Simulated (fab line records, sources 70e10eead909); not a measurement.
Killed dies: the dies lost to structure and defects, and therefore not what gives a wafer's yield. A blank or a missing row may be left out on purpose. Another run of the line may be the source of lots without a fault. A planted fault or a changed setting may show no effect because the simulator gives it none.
Struck lot and sound lot, side by side / flow nandHarc / 15 out of 1302 route steps
Sound: these wafers, L828.3, L828.4, L828.5. Wafers L837.1, L837.3, L837.4 were the ones struck. The cause comes at the end.
For every step that has rows: the tool of each side, followed by ch and its chambers, followed by its first start. Under that, the readings that differ: sound wafers / struck wafers / difference of the means / sigmas: that difference in standard deviations of wafers without a fault.
alike: words and numbers the same on both sides, and readings whose means are apart by under 2 such deviations; not compared: readings that were withheld, readings missing a value for some wafer, numbers with overlapping values and no deviation given by the record, and bounds like >300 which may hide the same value.
The two part at a step that has a row with sigmas, a row that says differs or no value, or rows on one side only. Numbers that don't overlap but have no deviation are shown without sigmas and don't part them. A reading that every wafer of one side lacks parts them only if that side has two wafers or more.

first, 3 steps without rows for these wafers: NHARC_P_M1_EXPOSE_06 (exposes mask P M1, target cd 130 nm); NHARC_P_M1_PEB_07 (peb time 65 s); NHARC_P_M1_DEVELOP_08 (develop time 35 s).
NHARC_P_M1_CD_MEAS_09: target cd 130 nm.
  sound on cdSem-01 ch 0, day 7 17:06; struck on cdSem-02 ch 0, day 12 09:01
  alike: cdNm
NHARC_P_M1_OVL_MEAS_10: pitch 260 nm.
  struck on overlay-01, day 12 09:07; sound on overlay-02, day 7 17:11
  alike: overlayXNm, overlayYNm
NHARC_P_M1_INSPECT_11:
  struck on defectInspect-02, day 12 09:08; sound on defectInspect-02, day 7 17:13
reading=rawDefectCount; sound=8 8 8; struck=4 1 2; difference=-6; sigmas=-2
NHARC_P_M1_DESCUM_14: chemistry O2, time 3 s.
  sound on rieDiel-01 ch 0,1,2, day 7 17:18; struck on rieDiel-01 ch 0,2,3, day 12 09:13
  alike: chamberPressureMTorr, drypumpMotorCurrentA, oesProductAu, rfVppV, showerheadPlenumPTorr, throttleValvePct
  not compared: rfHoursCounterH
NHARC_P_M1_ETCH_35: etches the open film in N2/H2, target depth 40 nm, overetch 12 nm, time 43.94 s.
  sound on rieDiel-01 ch 0,1,3, day 7 17:22; struck on rieDiel-01 ch 0,2,3, day 12 09:17
  alike: chamberPressureMTorr, drypumpMotorCurrentA, oesProductAu, rfFwdPowerW, rfVppV, showerheadPlenumPTorr, throttleValvePct
  not compared: rfHoursCounterH
NHARC_P_M1_ETCH_15: etches the open film in C4F8/Ar, target depth 182.5 nm, time 91.2 s.
  sound on rieDiel-01 ch 0,2,3; struck on rieDiel-01 ch 1,2,3
  alike: chamberPressureMTorr, oesProductAu, rfFwdPowerW, rfVppV
  not compared: rfHoursCounterH
NHARC_P_M1_CD_MEAS_16:
  struck on cdSem-02, day 12 09:31; sound on cdSem-01, day 7 17:35
reading=cdNm (nm); sound=128.8 128.9 130.8; struck=132.3 130.7 132.5; difference=+2.3; sigmas=+3
then, 1 step without rows for these wafers: NHARC_P_M1_STRIP_18 (strips in N2/H2).
NHARC_P_M1_ETCH_28: etches the open film in CF4/N2, target depth 30 nm, time 72.99 s.
  sound on rieDiel-10 ch 0,3; struck on rieDiel-01 ch 0,2,3
  alike: chamberPressureMTorr, drypumpMotorCurrentA, oesProductAu, rfFwdPowerW, rfVppV, showerheadPlenumPTorr, throttleValvePct
  not compared: rfHoursCounterH
NHARC_P_M1_STRIP_19: strips in post etch residue remover, time 600 s.
  sound on wetBench-10 ch 3,4,5, day 7 18:02; struck on wetBench-10 ch 0,6,7, day 12 09:59
  no value came back on the struck wafers for bathHeatDutyPct (%), runLengthS (s); on the sound wafers bathHeatDutyPct (%) reads 16.6 11.3 10.1
NHARC_P_M1_DEGAS_29: time 60 s.
  struck on pvdSputter-03, day 12 10:14; sound on pvdSputter-01, day 7 18:19
  alike: heaterPowerW
-- jump in the record: it breaks off in module P_M1 and resumes in module END (first step shown: number 1302 of the route), and 18 days separate the struck wafers' starts before and after --
NHARC_END_SORT_01:
  the record has rows for the struck wafers here (prober-02 ch 0, day 30 18:44) and none for the sound ones

WHERE THEY PART
First at NHARC_P_M1_INSPECT_11; last, within this record, at NHARC_END_SORT_01.

WHY: what the simulator had put in
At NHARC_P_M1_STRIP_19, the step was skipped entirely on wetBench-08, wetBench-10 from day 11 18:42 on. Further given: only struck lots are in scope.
